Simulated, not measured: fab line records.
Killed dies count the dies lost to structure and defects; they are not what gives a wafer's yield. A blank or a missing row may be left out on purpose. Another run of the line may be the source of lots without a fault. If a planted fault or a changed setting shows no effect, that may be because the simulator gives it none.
fab line records	flow nand-harc	part 1 of 2: steps 1 to 20 of 30
record lots=5	wafers=15	last-day=32
route steps=1302 shown A_CONTACT@1043
lots that met no fault: from a run of the same line without faults
start-h: hours from the record's first day to the start of the lot's first wafer shown	wait-h: time in hours since the lot's previous step	" as in the row above	L1.1+2: one row covering several wafers at once	- either no value or no given start	* or withheld: withheld	< > ~ a bound
route shown NAME@n: names a module that has steps shown in the file, with the first one's number in the route	usual: the fault-free wafers' mean and standard deviation	same: alike in all rows	chamber/n: place in a boat	sites: readings site by site	_std_site: standard deviation of those values	_edge_site: inner sites' mean taken away from outer sites' mean	radius-mm: for every site, how far away it sits from the centre of the wafer	mask NAME#n: copy n	behind: the last tool/chamber to shape the wafer	hold: the reason the lot was held/the length of the hold in hours/how it ended	device: names the non-switching transistor (n, p or np)	end of line: tests of these same wafers at the route's end	a step with no rows: only its recipe	killed: count of dies lost to structure and defects at first sort (not the wafer's yield)	map: the dies of a wafer, with x for killed, . for not killed, _ for no die there
set.NAME: the setting that was run; set.NAME@STEP: the one run at that earlier step	model.NAME: the simulator's own value behind a step, which no gauge read
a table for each step, a row for each wafer; lots at some steps of the route
services: from which hour (start-h, from the record's first day; less than 0 if before it) a tool's chamber was out of use, for how many hours, and why
## steps
# step NHARC_A_CONTACT_ETCH_75
# recipe target-depth-a=390	over-etch-frac=0.3	time-s=65	ion-energy-ev=80	cf4-flow-sccm=150	ar-flow-sccm=0	rf-w=300	bias-w=100	chemistry=CF4
# usual drypump-motor-current-A=5.5/0.45	oes-product-au=0.995/0.0094	rf-vpp-V=151.0/1.4	showerhead-plenum-p-Torr=1.76/0.089	throttle-valve-pct=13.285/0.0085
lot.wafer	tool	chamber	start-h	wait-h	drypump-motor-current-A	oes-product-au	rf-hours-counter-h	rf-vpp-V	showerhead-plenum-p-Torr	throttle-valve-pct
L075.3	rie-diel-11	0	520.87	0.1	5.3	1.008	32	150.7	1.68	13.279
L075.2	"	2	"	"	6.0	0.995	29	153.3	1.86	13.291
L075.5	"	3	"	"	5.5	0.990	-	150.5	1.82	13.304
L084.4	rie-diel-06	2	609.40	0.1	6.0	0.988	19	150.0	1.67	13.282
L084.3	"	1	"	"	5.3	0.973	17	150.7	1.73	13.296
L084.5	"	3	"	"	5.6	0.994	-	152.0	1.67	13.289
L090.3	rie-diel-07	3	665.09	0.1	5.5	1.014	2	152.8	1.91	13.265
L090.4	"	0	"	"	4.9	1.001	2	150.0	1.71	13.272
L090.6	"	2	"	"	5.2	1.001	-	151.9	1.86	13.273
L089.3	rie-diel-06	1	670.34	0.1	5.3	0.982	0	151.2	1.72	13.287
L089.6	"	2	"	"	6.0	0.997	-	149.8	1.67	13.286
L089.5	"	3	"	"	5.6	0.987	-	149.1	1.67	13.281
L093.2	rie-diel-07	2	697.34	0.1	5.1	0.997	13	153.1	1.85	13.291
L093.5	"	1	"	"	6.3	1.018	-	151.6	1.78	13.296
L093.6	"	2	"	"	5.1	0.997	-	153.6	1.85	13.284
# step NHARC_A_CONTACT_ETCH_76
# recipe target-depth-a=2600	over-etch-frac=0.3	time-s=475.3	ion-energy-ev=200	n2-flow-sccm=150	h2-flow-sccm=150	ar-flow-sccm=0	rf-w=400	bias-w=150	chemistry=N2/H2
# usual drypump-motor-current-A=5.5/0.45	oes-product-au=0.995/0.01	rf-vpp-V=430/3.3	showerhead-plenum-p-Torr=2.03/0.12	throttle-valve-pct=14.172/0.0086
lot.wafer	tool	chamber	start-h	wait-h	drypump-motor-current-A	oes-product-au	rf-hours-counter-h	rf-vpp-V	showerhead-plenum-p-Torr	throttle-valve-pct
L075.3	rie-diel-11	2	-	-	6.0	0.997	29	433	2.16	14.174
L075.2	"	1	"	"	6.4	1.002	33	436	2.19	14.169
L075.5	"	2	"	"	6.0	1.012	-	433	2.16	14.151
L084.3	rie-diel-06	0	-	-	4.9	0.980	15	435	2.20	14.158
L084.4	"	2	"	"	6.0	0.983	19	428	1.92	14.176
L084.5	"	3	"	"	5.7	0.998	-	427	1.92	14.177
L090.3	rie-diel-07	2	-	-	5.2	1.003	2	435	2.15	14.181
L090.4	"	3	"	"	5.5	0.998	2	434	2.22	14.178
L090.6	"	2	"	"	5.1	0.999	-	432	2.15	14.177
L089.3	rie-diel-06	3	-	-	5.6	1.002	0	427	1.91	14.160
L089.6	"	0	"	"	4.9	1.006	-	435	2.20	14.167
L089.5	"	1	"	"	5.3	0.980	-	430	1.98	14.181
L093.2	rie-diel-07	0	-	-	4.9	0.989	13	428	1.97	14.172
L093.6	"	2	"	"	5.2	0.985	-	434	2.15	14.170
L093.5	"	3	"	"	5.5	1.002	-	435	2.21	14.185
# step NHARC_A_CONTACT_ETCH_77
# recipe target-depth-a=1089	time-s=54.5	cf4-flow-sccm=100	chf3-flow-sccm=30	ar-flow-sccm=0	rf-w=500	bias-w=200	chemistry=CF4/CHF3
# usual drypump-motor-current-A=5.5/0.45	oes-product-au=0.934/0.021	rf-vpp-V=370.3/2.9	showerhead-plenum-p-Torr=1.56/0.083	throttle-valve-pct=16.802/0.0093
lot.wafer	tool	chamber	start-h	wait-h	drypump-motor-current-A	oes-product-au	rf-hours-counter-h	rf-vpp-V	showerhead-plenum-p-Torr	throttle-valve-pct
L075.2	rie-diel-11	1	-	-	6.4	0.924	33	374.7	1.68	16.805
L075.3	"	2	"	"	6.0	0.928	29	373.6	1.66	16.814
L075.5	"	1	"	"	6.4	0.914	-	372.6	1.68	16.811
L084.4	rie-diel-06	2	-	-	6.0	0.962	19	368.0	1.49	16.795
L084.3	"	1	"	"	5.3	0.963	17	370.3	1.53	16.785
L084.5	"	2	"	"	6.0	0.976	-	366.9	1.49	16.794
L090.4	rie-diel-07	2	-	-	5.2	0.981	2	373.2	1.65	16.795
L090.3	"	3	"	"	5.6	0.986	3	375.1	1.70	16.800
L090.6	"	2	"	"	5.1	0.970	-	374.2	1.65	16.794
L089.3	rie-diel-06	2	-	-	6.0	0.956	0	368.3	1.48	16.809
L089.5	"	1	"	"	5.3	0.927	-	369.9	1.53	16.801
L089.6	"	2	"	"	6.0	0.963	-	366.8	1.48	16.795
L093.2	rie-diel-07	2	-	-	5.2	0.947	13	374.0	1.65	16.819
L093.6	"	2	"	"	5.2	0.957	-	374.5	1.65	16.783
L093.5	"	3	"	"	5.6	0.982	-	373.8	1.70	16.802
# step NHARC_A_CONTACT_ETCH_78
# recipe target-depth-a=53000	over-etch-frac=0.3	time-s=1378	ion-energy-ev=150	o2-flow-sccm=400	cos-flow-sccm=20	ar-flow-sccm=0	rf-w=500	bias-w=300	chemistry=O2/COS
# usual drypump-motor-current-A=5.5/0.47	oes-product-au=0.994/0.011	rf-vpp-V=313.9/2.7	showerhead-plenum-p-Torr=3.10/0.16	throttle-valve-pct=28.330/0.0087
lot.wafer	tool	chamber	start-h	wait-h	drypump-motor-current-A	oes-product-au	rf-hours-counter-h	rf-vpp-V	showerhead-plenum-p-Torr	throttle-valve-pct
L075.3	rie-diel-11	1	-	-	6.4	0.988	33	318.7	3.33	28.322
L075.2	"	2	"	"	6.0	1.000	29	317.2	3.29	28.336
L075.5	"	0	"	"	5.3	0.999	-	312.7	2.96	28.329
L084.4	rie-diel-06	0	-	-	4.9	0.990	16	318.8	3.35	28.332
L084.3	"	2	"	"	6.0	1.002	19	310.9	2.95	28.335
L084.5	"	3	"	"	5.6	1.001	-	311.1	2.95	28.326
L090.3	rie-diel-07	0	-	-	4.9	0.984	2	312.1	3.02	28.330
L090.4	"	1	"	"	6.3	1.012	2	315.0	3.14	28.334
L090.6	"	3	"	"	5.6	0.997	-	317.6	3.37	28.335
L089.3	rie-diel-06	3	-	-	5.6	0.990	0	310.8	2.94	28.327
L089.5	"	2	"	"	6.0	1.005	-	310.5	2.95	28.331
L089.6	"	3	"	"	5.6	0.987	-	311.4	2.94	28.314
L093.2	rie-diel-07	1	-	-	6.3	1.009	13	315.1	3.14	28.318
L093.5	"	1	"	"	6.2	1.021	-	315.2	3.14	28.322
L093.6	"	2	"	"	5.2	0.985	-	317.2	3.27	28.337
# step NHARC_A_CONTACT_ETCH_124
# recipe source-w=withheld	pressure-mtorr=20	bias-v=withheld	time-s=140	target-depth-a=7000	ar-flow-sccm=withheld	c4f8-flow-sccm=withheld	o2-flow-sccm=withheld	chemistry=C4F8/O2/Ar
lot.wafer	tool	chamber	start-h	wait-h	rf-hours-counter-h
L075.2	har-cap-etch-01	0	522.36	-	1
L075.3	"	0	"	"	-
L075.5	"	1	"	"	-
L084.4	har-cap-etch-01	0	610.93	-	-
L084.3	"	1	"	"	-
L084.5	"	0	"	"	-
L090.3	har-cap-etch-01	0	666.60	-	-
L090.4	"	1	"	"	-
L090.6	"	1	"	"	-
L089.3	har-cap-etch-02	0	671.87	-	-
L089.6	"	1	"	"	-
L089.5	"	0	"	"	-
L093.2	har-cap-etch-02	1	698.79	-	122
L093.6	"	1	"	"	-
L093.5	"	0	"	"	-
# step NHARC_A_CONTACT_ETCH_125
# recipe source-w=withheld	pressure-mtorr=20	bias-v=3000	time-s=197	target-depth-a=19180	ar-flow-sccm=withheld	c4f8-flow-sccm=withheld	o2-flow-sccm=withheld	chemistry=C4F8/O2/Ar
lot.wafer	tool	chamber	start-h	wait-h	rf-hours-counter-h
L075.2	har-cap-etch-01	0	522.55	0.2	1
L075.3	"	0	"	"	-
L075.5	"	1	"	"	-
L084.4	har-cap-etch-01	0	611.12	0.2	-
L084.3	"	1	"	"	-
L084.5	"	0	"	"	-
L090.3	har-cap-etch-01	0	666.79	0.2	-
L090.4	"	1	"	"	-
L090.6	"	1	"	"	-
L089.3	har-cap-etch-02	0	672.06	0.2	-
L089.6	"	1	"	"	-
L089.5	"	0	"	"	-
L093.2	har-cap-etch-02	1	699.78	1.0	122
L093.6	"	1	"	"	-
L093.5	"	0	"	"	-
# step NHARC_A_CONTACT_ETCH_126
# recipe source-w=withheld	pressure-mtorr=20	bias-v=3000	time-s=197	target-depth-a=19180	ar-flow-sccm=withheld	c4f8-flow-sccm=withheld	o2-flow-sccm=withheld	chemistry=C4F8/O2/Ar
lot.wafer	tool	chamber	start-h	wait-h	rf-hours-counter-h
L075.2	har-cap-etch-01	0	522.73	0.1	2
L075.3	"	0	"	"	-
L075.5	"	1	"	"	-
L084.4	har-cap-etch-01	0	611.30	0.1	-
L084.3	"	1	"	"	-
L084.5	"	0	"	"	-
L090.3	har-cap-etch-01	0	666.97	0.1	-
L090.4	"	1	"	"	-
L090.6	"	1	"	"	-
L089.3	har-cap-etch-02	0	672.24	0.1	-
L089.6	"	1	"	"	-
L089.5	"	0	"	"	-
L093.2	har-cap-etch-02	1	699.96	0.1	122
L093.6	"	1	"	"	-
L093.5	"	0	"	"	-
# step NHARC_A_CONTACT_ETCH_127
# recipe source-w=withheld	pressure-mtorr=20	bias-v=3000	time-s=197	target-depth-a=19180	ar-flow-sccm=withheld	c4f8-flow-sccm=withheld	o2-flow-sccm=withheld	chemistry=C4F8/O2/Ar
lot.wafer	tool	chamber	start-h	wait-h	rf-hours-counter-h
L075.2	har-cap-etch-01	0	522.90	0.1	2
L075.3	"	0	"	"	-
L075.5	"	1	"	"	-
L084.4	har-cap-etch-01	0	611.47	0.1	-
L084.3	"	1	"	"	-
L084.5	"	0	"	"	-
L090.3	har-cap-etch-01	0	667.15	0.1	-
L090.4	"	1	"	"	-
L090.6	"	1	"	"	-
L089.3	har-cap-etch-02	0	672.41	0.1	-
L089.6	"	1	"	"	-
L089.5	"	0	"	"	-
L093.2	har-cap-etch-02	1	700.13	0.1	122
L093.6	"	1	"	"	-
L093.5	"	0	"	"	-
# step NHARC_A_CONTACT_ETCH_128
# recipe source-w=withheld	pressure-mtorr=20	bias-v=3000	time-s=197	target-depth-a=19180	ar-flow-sccm=withheld	c4f8-flow-sccm=withheld	o2-flow-sccm=withheld	chemistry=C4F8/O2/Ar
lot.wafer	tool	chamber	start-h	wait-h	rf-hours-counter-h
L075.2	har-cap-etch-01	0	523.08	0.1	2
L075.3	"	0	"	"	-
L075.5	"	1	"	"	-
L084.4	har-cap-etch-01	0	611.65	0.1	-
L084.3	"	1	"	"	-
L084.5	"	0	"	"	-
L090.3	har-cap-etch-01	0	667.32	0.1	-
L090.4	"	1	"	"	-
L090.6	"	1	"	"	-
L089.3	har-cap-etch-02	0	672.59	0.1	-
L089.6	"	1	"	"	-
L089.5	"	0	"	"	-
L093.2	har-cap-etch-02	1	700.31	0.1	122
L093.6	"	1	"	"	-
L093.5	"	0	"	"	-
# step NHARC_A_CONTACT_ETCH_129
# recipe source-w=withheld	pressure-mtorr=20	bias-v=3000	time-s=197	target-depth-a=19180	ar-flow-sccm=withheld	c4f8-flow-sccm=withheld	o2-flow-sccm=withheld	chemistry=C4F8/O2/Ar
lot.wafer	tool	chamber	start-h	wait-h	rf-hours-counter-h
L075.2	har-cap-etch-01	0	523.26	0.1	2
L075.3	"	0	"	"	-
L075.5	"	1	"	"	-
L084.4	har-cap-etch-01	0	611.83	0.1	-
L084.3	"	1	"	"	-
L084.5	"	0	"	"	-
L090.3	har-cap-etch-01	0	667.50	0.1	-
L090.4	"	1	"	"	-
L090.6	"	1	"	"	-
L089.3	har-cap-etch-02	0	672.77	0.1	-
L089.6	"	1	"	"	-
L089.5	"	0	"	"	-
L093.2	har-cap-etch-02	1	700.48	0.1	122
L093.6	"	1	"	"	-
L093.5	"	0	"	"	-
# step NHARC_A_CONTACT_ETCH_130
# recipe source-w=withheld	pressure-mtorr=20	bias-v=3000	time-s=197	target-depth-a=19180	ar-flow-sccm=withheld	c4f8-flow-sccm=withheld	o2-flow-sccm=withheld	chemistry=C4F8/O2/Ar
lot.wafer	tool	chamber	start-h	wait-h	rf-hours-counter-h
L075.2	har-cap-etch-01	0	523.44	0.1	2
L075.3	"	0	"	"	-
L075.5	"	1	"	"	-
L084.4	har-cap-etch-01	0	612.00	0.1	-
L084.3	"	1	"	"	-
L084.5	"	0	"	"	-
L090.3	har-cap-etch-01	0	667.67	0.1	-
L090.4	"	1	"	"	-
L090.6	"	1	"	"	-
L089.3	har-cap-etch-02	0	672.95	0.1	-
L089.6	"	1	"	"	-
L089.5	"	0	"	"	-
L093.2	har-cap-etch-02	1	700.66	0.1	123
L093.6	"	1	"	"	-
L093.5	"	0	"	"	-
# step NHARC_A_CONTACT_ETCH_131
# recipe source-w=withheld	pressure-mtorr=20	bias-v=3000	time-s=197	target-depth-a=19180	ar-flow-sccm=withheld	c4f8-flow-sccm=withheld	o2-flow-sccm=withheld	chemistry=C4F8/O2/Ar
lot.wafer	tool	chamber	start-h	wait-h	rf-hours-counter-h
L075.2	har-cap-etch-01	0	523.61	0.1	2
L075.3	"	0	"	"	-
L075.5	"	1	"	"	-
L084.4	har-cap-etch-01	0	612.18	0.1	-
L084.3	"	1	"	"	-
L084.5	"	0	"	"	-
L090.3	har-cap-etch-01	0	667.85	0.1	-
L090.4	"	1	"	"	-
L090.6	"	1	"	"	-
L089.3	har-cap-etch-02	0	673.12	0.1	-
L089.6	"	1	"	"	-
L089.5	"	0	"	"	-
L093.2	har-cap-etch-02	1	700.84	0.1	123
L093.6	"	1	"	"	-
L093.5	"	0	"	"	-
# step NHARC_A_CONTACT_ETCH_132
# recipe source-w=withheld	pressure-mtorr=20	bias-v=3000	time-s=197	target-depth-a=19240	ar-flow-sccm=withheld	c4f8-flow-sccm=withheld	o2-flow-sccm=withheld	chemistry=C4F8/O2/Ar
lot.wafer	tool	chamber	start-h	wait-h	rf-hours-counter-h
L075.2	har-cap-etch-01	0	523.79	0.1	3
L075.3	"	0	"	"	-
L075.5	"	1	"	"	-
L084.4	har-cap-etch-01	0	612.36	0.1	-
L084.3	"	1	"	"	-
L084.5	"	0	"	"	-
L090.3	har-cap-etch-01	0	668.03	0.1	-
L090.4	"	1	"	"	-
L090.6	"	1	"	"	-
L089.3	har-cap-etch-02	0	673.30	0.1	-
L089.6	"	1	"	"	-
L089.5	"	0	"	"	-
L093.2	har-cap-etch-02	1	701.01	0.1	123
L093.6	"	1	"	"	-
L093.5	"	0	"	"	-
# step NHARC_A_CONTACT_ETCH_133
# recipe source-w=withheld	pressure-mtorr=20	bias-v=400	time-s=374	target-depth-a=16100	ar-flow-sccm=withheld	c4f8-flow-sccm=11.5	o2-flow-sccm=7.2	chemistry=C4F8/O2/Ar
lot.wafer	tool	chamber	start-h	wait-h	rf-hours-counter-h
L075.2	har-cap-etch-01	0	524.00	0.2	3
L075.3	"	0	"	"	-
L075.5	"	1	"	"	-
L084.4	har-cap-etch-01	0	612.62	0.2	-
L084.3	"	1	"	"	-
L084.5	"	0	"	"	-
L090.3	har-cap-etch-01	0	668.29	0.2	-
L090.4	"	1	"	"	-
L090.6	"	1	"	"	-
L089.3	har-cap-etch-02	0	673.60	0.3	-
L089.6	"	1	"	"	-
L089.5	"	0	"	"	-
L093.2	har-cap-etch-02	1	701.19	0.1	123
L093.6	"	1	"	"	-
L093.5	"	0	"	"	-
# step NHARC_A_CONTACT_ETCH_91
# recipe target-depth-a=400	over-etch-frac=0.5	time-s=85.7	ion-energy-ev=120	ch3f-flow-sccm=50	o2-flow-sccm=30	ar-flow-sccm=200	rf-w=500	bias-w=100	chemistry=CH3F/O2
# usual drypump-motor-current-A=5.5/0.45	oes-product-au=0.932/0.027	rf-vpp-V=244.0/2	showerhead-plenum-p-Torr=2.43/0.13	throttle-valve-pct=20.664/0.0095
lot.wafer	tool	chamber	start-h	wait-h	drypump-motor-current-A	oes-product-au	rf-hours-counter-h	rf-vpp-V	showerhead-plenum-p-Torr	throttle-valve-pct
L075.3	rie-diel-06	1	524.72	0.5	5.3	0.901	4	243.9	2.40	20.656
L075.2	"	2	"	"	6.0	0.910	5	242.6	2.32	20.657
L075.5	"	1	"	"	5.3	0.903	-	243.4	2.40	20.672
L084.3	rie-diel-06	2	613.26	0.5	6.0	0.905	20	241.8	2.32	20.661
L084.4	"	1	"	"	5.3	0.912	18	242.4	2.40	20.662
L084.5	"	2	"	"	6.0	0.919	-	242.4	2.32	20.659
L090.3	rie-diel-11	1	668.95	0.6	6.4	0.925	18	247.0	2.60	20.668
L090.4	"	3	"	"	5.5	0.922	-	243.9	2.51	20.659
L090.6	"	2	"	"	6.0	0.921	-	246.3	2.58	20.681
L089.3	rie-diel-11	1	674.18	0.5	6.4	0.956	19	245.9	2.60	20.657
L089.5	"	1	"	"	6.4	0.949	-	247.6	2.60	20.671
L089.6	"	2	"	"	6.0	0.960	-	245.8	2.58	20.662
L093.2	rie-diel-07	2	702.00	0.7	5.1	0.910	15	247.2	2.58	20.673
L093.5	"	0	"	"	4.9	0.921	-	243.2	2.37	20.670
L093.6	"	1	"	"	6.2	0.930	-	244.9	2.47	20.655
# step NHARC_A_CONTACT_ETCH_97
# recipe target-depth-a=200	over-etch-frac=0.5	time-s=10	ion-energy-ev=250	c4f6-flow-sccm=25	o2-flow-sccm=20	ar-flow-sccm=500	rf-w=600	bias-w=500	chemistry=C4F6/O2
# usual c4f6-flow-sccm=25.00/0.083	drypump-motor-current-A=5.5/0.44	oes-product-au=0.949/0.021	rf-vpp-V=546/4.1	showerhead-plenum-p-Torr=3.88/0.2	throttle-valve-pct=26.903/0.0089
lot.wafer	tool	chamber	start-h	wait-h	c4f6-flow-sccm	drypump-motor-current-A	oes-product-au	rf-hours-counter-h	rf-vpp-V	showerhead-plenum-p-Torr	throttle-valve-pct
L075.2	rie-diel-06	2	-	-	25.00	6.0	0.938	5	543	3.72	26.885
L075.3	"	0	"	"	25.00	4.9	0.923	4	553	4.21	26.903
L075.5	"	3	"	"	24.95	5.6	0.920	-	543	3.72	26.898
L084.4	rie-diel-06	1	-	-	24.96	5.3	0.922	18	545	3.83	26.906
L084.3	"	0	"	"	25.02	4.9	0.927	17	554	4.20	26.909
L084.5	"	2	"	"	25.19	6.0	0.949	-	543	3.71	26.901
L090.3	rie-diel-11	1	669.10	0.1	24.85	6.4	0.958	18	550	4.14	26.899
L090.4	"	3	"	"	24.96	5.5	0.948	-	549	4.00	26.903
L090.6	"	1	"	"	25.01	6.4	0.959	-	552	4.14	26.896
L089.3	rie-diel-11	0	-	-	24.83	5.3	0.962	18	541	3.70	26.900
L089.5	"	0	"	"	25.02	5.3	0.954	-	543	3.70	26.911
L089.6	"	1	"	"	24.91	6.4	0.974	-	551	4.14	26.925
L093.2	rie-diel-07	2	-	-	24.90	5.2	0.944	15	551	4.11	26.904
L093.5	"	3	"	"	25.05	5.6	0.938	-	552	4.22	26.885
L093.6	"	0	"	"	25.01	4.9	0.967	-	545	3.80	26.896
# step NHARC_A_CONTACT_CD_MEAS_80
# usual cd-nm=289.7/0.68
lot.wafer	tool	chamber	start-h	wait-h	cd-nm
L075.2	cd-sem-02	-	524.94	-	290.4
L075.3	"	-	"	"	290.4
L075.5	"	-	"	"	290.5
L084.3	cd-sem-01	-	613.48	-	289.6
L084.4	"	-	"	"	290.2
L084.5	"	-	"	"	289.4
L090.3	cd-sem-02	-	669.19	-	289.9
L090.4	"	-	"	"	290.1
L090.6	"	-	"	"	291.0
L089.3	cd-sem-01	-	674.40	-	289.4
L089.5	"	-	"	"	288.8
L089.6	"	-	"	"	290.0
L093.2	cd-sem-02	-	702.19	-	290.6
L093.5	"	-	"	"	290.2
L093.6	"	-	"	"	289.9
# step NHARC_A_CONTACT_STRIP_103
# recipe n2-flow-sccm=150	h2-flow-sccm=150	ar-flow-sccm=0	bias-w=0	chemistry=N2/H2
lot.wafer	tool	chamber	start-h	wait-h
L075.3+2+5	rie-diel-06	0,1,0	525.02	0.1
L084.3+4+5	rie-diel-06	1,3,0	613.56	0.1
L090.4+3+6	rie-diel-07	3,2,3	669.26	0.1
L089.3+6+5	rie-diel-07	3,1,2	674.49	0.1
L093.2+6+5	rie-diel-07	1,2,3	702.29	0.1
# step NHARC_A_CONTACT_STRIP_104
# recipe cf4-flow-sccm=100	chf3-flow-sccm=30	ar-flow-sccm=0	bias-w=0	chemistry=CF4/CHF3
lot.wafer	tool	chamber	start-h	wait-h
L075.3+2+5	rie-diel-06	1,0,1	525.11	0.1
L084.3+4+5	rie-diel-06	2,3,3	613.65	0.1
L090.3+4+6	rie-diel-07	0,1,1	669.35	0.1
L089.3+6+5	rie-diel-07	1,1,2	674.56	0.1
L093.2+6+5	rie-diel-07	3,1,2	702.36	0.1
# step NHARC_A_CONTACT_STRIP_105
# recipe o2-flow-sccm=400	cos-flow-sccm=20	ar-flow-sccm=0	bias-w=0	chemistry=O2/COS
lot.wafer	tool	chamber	start-h	wait-h
L075.3+2+5	rie-diel-06	2,1,2	525.17	0.1
L084.3+4+5	rie-diel-06	3,0,1	613.71	0.1
L090.4+3+6	rie-diel-07	0,1,3	669.42	0.1
L089.3+5+6	rie-diel-07	1,3,0	674.63	0.1
L093.2+5+6	rie-diel-07	1,3,0	702.42	0.1
